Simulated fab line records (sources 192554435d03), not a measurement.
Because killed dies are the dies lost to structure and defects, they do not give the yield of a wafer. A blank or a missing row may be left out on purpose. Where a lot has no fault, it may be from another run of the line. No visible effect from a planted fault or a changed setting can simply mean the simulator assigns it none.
fab line records -- flow n5-finfet
[record] lots = 6, wafers = 18, last-day = 19
route steps=1938 shown BEOL_M7@1269
lots untouched by any fault: they come from a run of this same line in which no faults occurred
start-h: the number of hours between the record's first day and the start of the first shown wafer of the lot -- wait-h: how many hours have passed since the lot's step before this one -- " repeats the value in the row above -- L1.1+2: a single row standing in for several wafers -- - either no value or no given start -- * or withheld: withheld -- < > ~ a bound
route shown NAME@n: NAME is a module with steps in the file, n the number in the route of the first one -- usual: average and standard deviation across the fault-free wafers -- same: alike in all rows -- chamber/n: place in a boat -- sites: each site's reading -- _std_site: standard deviation of those values -- _edge_site: outer sites' mean less inner sites' -- radius-mm: how far each site lies from the wafer's centre -- mask NAME#n: copy n -- behind: the last tool/chamber to shape the wafer -- hold: why the lot was held/for how many hours/how that ended -- device: transistor that didn't switch, given as n, p or np -- end of line: the route-end tests of the same wafers -- a step without rows: its recipe alone -- killed: dies lost to structure and defects at the first sort, not the wafer's yield -- map: the dies of a wafer, with x for killed, . for not killed, _ for no die there
set.NAME: the setting that was run; set.NAME@STEP: the one run at that earlier step -- model.NAME: the simulator's own value behind a step, which no gauge read
lots at some steps of the route; a table a step, a row a wafer
services: from which hour (start-h, from the record's first day; less than 0 if before it) a tool's chamber was out of use, for how many hours, and why
[[steps]]
[step N5_BEOL_M7_COAT_60]
[recipe] resist = SiARC, temp-c = 220, time-s = 60, spin-rpm = 1500, resist-thk-nm = 35
[step N5_BEOL_M7_COAT_05]
[recipe] resist = CAR-ArF, spin-rpm = 1500, resist-thk-nm = 90
[step N5_BEOL_M7_EBR_07]
[recipe] solvent = PGMEA, ebr-width-mm = 1.5
[step N5_BEOL_M7_SOFTBAKE_06]
[recipe] temp-c = 110, time-s = 60, resist = CAR-ArF
[step N5_BEOL_M7_EXPOSE_08]
[recipe] mask-id = M7, na = 1.35, source-shape = dipole, sigma-inner = 0.817, sigma-outer = 0.97, polarization = te, dose-mj = 68.25
[step N5_BEOL_M7_PEB_09]
[recipe] peb-temp-c = withheld, peb-time-s = 60, resist = CAR-ArF
[step N5_BEOL_M7_DEVELOP_10]
[recipe] develop-time-s = 30, developer = TMAH, resist = CAR-ArF, rinse-liquid = diw, dry = air-spin, dev-temp-c = 23
[step N5_BEOL_M7_CD_MEAS_11]
[recipe] target-cd-nm = 38.5, landing-energy-ev = 500, detector = se-inlens, polarity = opening
[usual] cd-nm = 38.7/0.45
lot.wafer,tool,chamber,start-h,wait-h,cd-nm
L621.2,cd-sem-03,0,220.14,-,38.8
L621.3,cd-sem-03,0,220.14,-,38.3
L621.6,cd-sem-03,0,220.14,-,38.3
L622.1,cd-sem-03,0,221.01,-,38.9
L622.2,cd-sem-03,0,221.01,-,38.6
L622.4,cd-sem-03,0,221.01,-,38.8
L631.1,cd-sem-02,0,285.72,-,38.6
L631.5,cd-sem-02,0,285.72,-,39.1
L631.6,cd-sem-02,0,285.72,-,38.8
L633.1,cd-sem-03,0,304.50,-,37.7
L633.3,cd-sem-03,0,304.50,-,38.2
L633.4,cd-sem-03,0,304.50,-,38.1
L636.1,cd-sem-01,0,310.75,-,38.6
L636.2,cd-sem-01,0,310.75,-,39.3
L636.5,cd-sem-01,0,310.75,-,39.1
L642.2,cd-sem-01,0,369.90,-,40.0
L642.3,cd-sem-01,0,369.90,-,39.5
L642.4,cd-sem-01,0,369.90,-,39.0
[step N5_BEOL_M7_OVL_MEAS_12]
[recipe] points-per-wafer = 44
[usual] M7_OVL = -0.5/0.8
lot.wafer,tool,chamber,start-h,wait-h,M7_OVL[nm]
L621.2,overlay-02,0,220.16,0.0,-1.9
L621.3,overlay-02,0,220.16,0.0,-1.6
L621.6,overlay-02,0,220.16,0.0,-1.5
L622.1,overlay-02,0,221.04,0.0,0.9
L622.2,overlay-02,0,221.04,0.0,-0.1
L622.4,overlay-02,0,221.04,0.0,1.2
L631.1,overlay-02,0,285.76,0.0,-1.3
L631.5,overlay-02,0,285.76,0.0,-1.5
L631.6,overlay-02,0,285.76,0.0,-1.4
L633.1,overlay-01,0,304.53,0.0,-0.1
L633.3,overlay-01,0,304.53,0.0,0.6
L633.4,overlay-01,0,304.53,0.0,0.1
L636.1,overlay-02,0,310.79,0.0,-0.9
L636.2,overlay-02,0,310.79,0.0,-0.9
L636.5,overlay-02,0,310.79,0.0,-1.0
L642.2,overlay-01,0,369.93,0.0,0.5
L642.3,overlay-01,0,369.93,0.0,0.1
L642.4,overlay-01,0,369.93,0.0,0.6
[step N5_BEOL_M7_INSPECT_13]
[recipe] mode = adi, inspect-instrument = brightfield
[usual] raw-defect-count = 415/100
lot.wafer,tool,chamber,start-h,wait-h,raw-defect-count
L621.2,defect-inspect-02,-,220.19,0.0,391
L621.3,defect-inspect-02,-,220.19,0.0,351
L621.6,defect-inspect-02,-,220.19,0.0,293
L622.1,defect-inspect-01,-,221.07,0.0,475
L622.2,defect-inspect-01,-,221.07,0.0,589
L622.4,defect-inspect-01,-,221.07,0.0,397
L631.1,defect-inspect-02,-,285.78,0.0,499
L631.5,defect-inspect-02,-,285.78,0.0,370
L631.6,defect-inspect-02,-,285.78,0.0,471
L633.1,defect-inspect-01,-,304.55,0.0,321
L633.3,defect-inspect-01,-,304.55,0.0,347
L633.4,defect-inspect-01,-,304.55,0.0,262
L636.1,defect-inspect-01,-,310.82,0.0,468
L636.2,defect-inspect-01,-,310.82,0.0,432
L636.5,defect-inspect-01,-,310.82,0.0,433
L642.2,defect-inspect-02,-,370.02,0.1,685
L642.3,defect-inspect-02,-,370.02,0.1,656
L642.4,defect-inspect-02,-,370.02,0.1,380
[step N5_BEOL_M7_DESCUM_16]
[recipe] chemistry = O2, time-s = 7.9, source-power-w = 50, bias-power-w = 20, pressure-mtorr = 20, rf-frequency-hz = 2.712e+07, temp-c = 40, resist = CAR-ArF, o2-flow-sccm = 225
[usual] drypump-motor-current-A = 5.59/0.29, oes-product-au = 0.76/0.076, rf-vpp-V = 243.4/1.3, showerhead-plenum-p-Torr = 2.11/0.067, throttle-valve-pct = 20.67/0.23
lot.wafer,tool,chamber,start-h,wait-h,drypump-motor-current-A,oes-product-au,rf-hours-counter-h,rf-vpp-V,showerhead-plenum-p-Torr,throttle-valve-pct
L621.2,rie-diel-01,1,220.22,0.0,6.05,0.73,191,243.7,2.08,20.69
L621.3,rie-diel-01,0,220.22,0.0,5.74,0.72,197,243.7,2.10,20.82
L621.6,rie-diel-01,0,220.22,0.0,5.73,0.72,-,241.0,2.10,20.80
L622.1,rie-diel-03,2,221.10,0.0,5.30,0.75,158,243.4,2.09,20.81
L622.2,rie-diel-03,1,221.10,0.0,5.91,0.91,12,245.0,2.22,20.48
L622.4,rie-diel-03,2,221.10,0.0,5.31,0.74,-,243.2,2.09,20.80
L631.1,rie-diel-03,0,285.84,0.1,5.38,0.72,204,243.0,2.09,20.65
L631.5,rie-diel-03,3,285.84,0.1,5.52,0.71,-,242.1,2.09,20.98
L631.6,rie-diel-03,0,285.84,0.1,5.39,0.72,-,241.8,2.09,20.63
L633.1,rie-diel-03,2,304.62,0.1,5.30,0.74,179,243.2,2.08,20.83
L633.3,rie-diel-03,3,304.62,0.1,5.49,0.72,230,242.0,2.09,20.98
L633.4,rie-diel-03,1,304.62,0.1,5.92,0.89,32,245.1,2.21,20.51
L636.1,rie-diel-02,1,310.85,0.0,5.60,0.71,220,243.7,2.16,20.76
L636.2,rie-diel-02,0,310.85,0.0,5.76,0.82,86,242.5,2.04,20.14
L636.5,rie-diel-02,1,310.85,0.0,5.60,0.71,-,242.9,2.16,20.76
L642.2,rie-diel-01,2,370.52,0.5,5.50,0.68,234,245.1,2.14,20.84
L642.3,rie-diel-01,1,370.52,0.5,6.03,0.69,247,243.1,2.06,20.77
L642.4,rie-diel-01,1,370.52,0.5,6.05,0.69,-,243.0,2.06,20.76
[step N5_BEOL_M7_ETCH_61]
[recipe] chemistry = CF4, target = SiARC, target-depth-a = 455, mask-material = CAR-ArF, time-s = 75.8, ion-energy-ev = 80, pressure-mtorr = 40, source-w = 545, bias-w = 36, Ar_flow_sccm = 100, cf4-flow-sccm = 100, ends = cleared
[usual] drypump-motor-current-A = 5.59/0.29, etch-rf-on-time-s = 75.5/1.7, oes-product-au = 0.65/0.065, rf-fwd-power-W = 539.5/2.4, rf-vpp-V = 184.2/1.2, showerhead-plenum-p-Torr = 2.16/0.062, throttle-valve-pct = 15.84/0.23
lot.wafer,tool,chamber,start-h,wait-h,drypump-motor-current-A,etch-rf-on-time-s,oes-product-au,rf-fwd-power-W,rf-hours-counter-h,rf-vpp-V,showerhead-plenum-p-Torr,throttle-valve-pct
L621.2,rie-diel-01,1,220.26,0.0,6.02,76.1,0.63,536.4,191,183.9,2.12,15.87
L621.3,rie-diel-01,0,220.26,0.0,5.73,74.5,0.62,540.2,197,182.6,2.14,15.90
L621.6,rie-diel-01,0,220.26,0.0,5.73,75.0,0.61,538.0,-,182.8,2.14,15.91
L622.1,rie-diel-03,2,221.14,0.0,5.34,75.0,0.64,541.8,158,183.6,2.13,15.93
L622.2,rie-diel-03,1,221.14,0.0,5.91,72.4,0.80,536.9,12,185.7,2.26,15.57
L622.4,rie-diel-03,2,221.14,0.0,5.38,74.6,0.64,536.3,-,183.8,2.13,15.93
L631.1,rie-diel-03,0,285.87,0.0,5.42,75.0,0.62,540.6,204,184.1,2.13,15.75
L631.5,rie-diel-03,3,285.87,0.0,5.51,76.3,0.61,542.2,-,183.0,2.12,16.04
L631.6,rie-diel-03,0,285.87,0.0,5.43,75.6,0.62,539.8,-,184.3,2.13,15.76
L633.1,rie-diel-03,2,304.66,0.0,5.37,75.9,0.62,535.6,179,182.9,2.13,15.96
L633.3,rie-diel-03,3,304.66,0.0,5.49,77.7,0.60,540.8,230,182.8,2.12,16.07
L633.4,rie-diel-03,1,304.66,0.0,5.95,73.5,0.75,533.8,32,186.5,2.25,15.61
L636.1,rie-diel-02,1,310.88,0.0,5.59,78.9,0.59,540.5,220,184.1,2.20,15.86
L636.2,rie-diel-02,0,310.88,0.0,5.76,75.9,0.70,540.5,86,183.0,2.09,15.36
L636.5,rie-diel-02,1,310.88,0.0,5.61,78.6,0.59,541.4,-,183.8,2.20,15.87
L642.2,rie-diel-01,2,370.55,0.0,5.49,74.0,0.59,542.3,234,184.0,2.19,16.14
L642.3,rie-diel-01,1,370.55,0.0,6.05,76.4,0.59,539.7,247,185.2,2.11,15.97
L642.4,rie-diel-01,1,370.55,0.0,6.01,75.9,0.60,537.8,-,184.2,2.11,15.98
[step N5_BEOL_M7_ETCH_62]
[recipe] chemistry = N2/H2, target = SOC, target-depth-a = 1100, overetch-a = 220, mask-material = SiARC, temp-c = 40, time-s = 165, ion-energy-ev = 200, pressure-mtorr = 30, source-w = 840, bias-w = 150, n2-flow-sccm = 200, h2-flow-sccm = 200
[usual] drypump-motor-current-A = 5.60/0.29, oes-product-au = 0.64/0.061, rf-fwd-power-W = 837.9/2.5, rf-vpp-V = 524.4/2.4, showerhead-plenum-p-Torr = 2.56/0.079, throttle-valve-pct = 18.06/0.23
lot.wafer,tool,chamber,start-h,wait-h,drypump-motor-current-A,oes-product-au,rf-fwd-power-W,rf-hours-counter-h,rf-vpp-V,showerhead-plenum-p-Torr,throttle-valve-pct,model.SiARC_of_BEOL_M7_COAT_60.thk-nm
L621.2,rie-diel-01,1,220.31,0.0,6.08,0.63,841.4,191,522.3,2.53,18.19,28.4
L621.3,rie-diel-01,0,220.31,0.0,5.74,0.61,837.3,197,523.0,2.54,18.16,28.2
L621.6,rie-diel-01,0,220.31,0.0,5.72,0.61,837.9,-,523.8,2.54,18.15,28.2
L622.1,rie-diel-03,2,221.19,0.0,5.34,0.63,838.2,158,521.9,2.52,18.02,28.4
L622.2,rie-diel-03,1,221.19,0.0,5.90,0.78,838.1,12,528.5,2.71,17.94,28
L622.4,rie-diel-03,2,221.19,0.0,5.36,0.63,837.6,-,522.5,2.52,18.02,28.4
L631.1,rie-diel-03,0,285.93,0.0,5.45,0.61,836.1,204,524.5,2.53,18.14,28
L631.5,rie-diel-03,3,285.93,0.0,5.49,0.61,1041.9,-,484.9,2.50,18.27,27.6
L631.6,rie-diel-03,0,285.93,0.0,5.44,0.61,837.4,-,522.7,2.53,18.12,28.2
L633.1,rie-diel-03,2,304.71,0.0,5.34,0.61,835.0,179,524.0,2.51,18.05,28.4
L633.3,rie-diel-03,3,304.71,0.0,5.47,0.61,1040.4,230,486.2,2.50,18.27,27.8
L633.4,rie-diel-03,1,304.71,0.0,5.91,0.74,835.1,32,528.0,2.70,17.99,27.8
L636.1,rie-diel-02,1,310.94,0.0,5.60,0.60,842.6,220,525.5,2.63,18.16,28.6
L636.2,rie-diel-02,0,310.94,0.0,5.78,0.69,837.4,86,521.3,2.48,17.54,28.2
L636.5,rie-diel-02,1,310.94,0.0,5.62,0.61,839.4,-,527.3,2.63,18.17,28.6
L642.2,rie-diel-01,2,370.61,0.0,5.50,0.59,832.9,234,525.8,2.62,18.28,28.2
L642.3,rie-diel-01,1,370.61,0.0,6.08,0.59,840.7,247,522.5,2.51,18.30,28.4
L642.4,rie-diel-01,1,370.61,0.0,6.08,0.59,844.0,-,521.3,2.51,18.30,28.4
[step N5_BEOL_M7_STRIP_68]
[recipe] chemistry = N2/H2, temp-c = 40, n2-flow-sccm = 200, h2-flow-sccm = 200, rf-frequency-hz = 6e+07
[[services]]
tool,chamber,start-h,hours,kind
rie-diel-03,-,238.74,15.6,pm
rie-diel-02,-,241.28,5.4,repair
rie-diel-03,0,260.05,1.3,repair
rie-diel-03,-,329.81,14.6,pm
rie-diel-01,-,333.19,2.8,pm
rie-diel-02,2,368.90,-,clean
rie-diel-02,2,368.90,-,consumable-replace:focus-ring
rie-diel-02,2,368.90,14.5,scheduled-down
rie-diel-02,2,368.90,14.5,vent-cycle
[[key]]
[first-sign] step = N5_BEOL_M7_ETCH_62, reading = rf-fwd-power-W, direction = up, sigmas = 80, usual = *, struck = *
[effect] step = N5_BEOL_M7_ETCH_62, reading = rf-vpp-V, direction = down, sigmas = 16, usual = 524.4, struck = 485.6
[model-effect] step = N5_BEOL_M7_ETCH_62, value = SiARC_of_BEOL_M7_COAT_60.thk-nm, without = 28.5, struck = 27.7
met-at N5_BEOL_M7_ETCH_62
struck-wafers L631.5,L633.3
[fault] kind = process-parameter-drift, tool = rie-diel-03, chamber = 3, onset-h = 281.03, steps = N5_BEOL_M7_ETCH_62, channel = source-w, offset = 201.6, shape = step, end-h = 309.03, acts-in = these-recipes-only, stated = 840
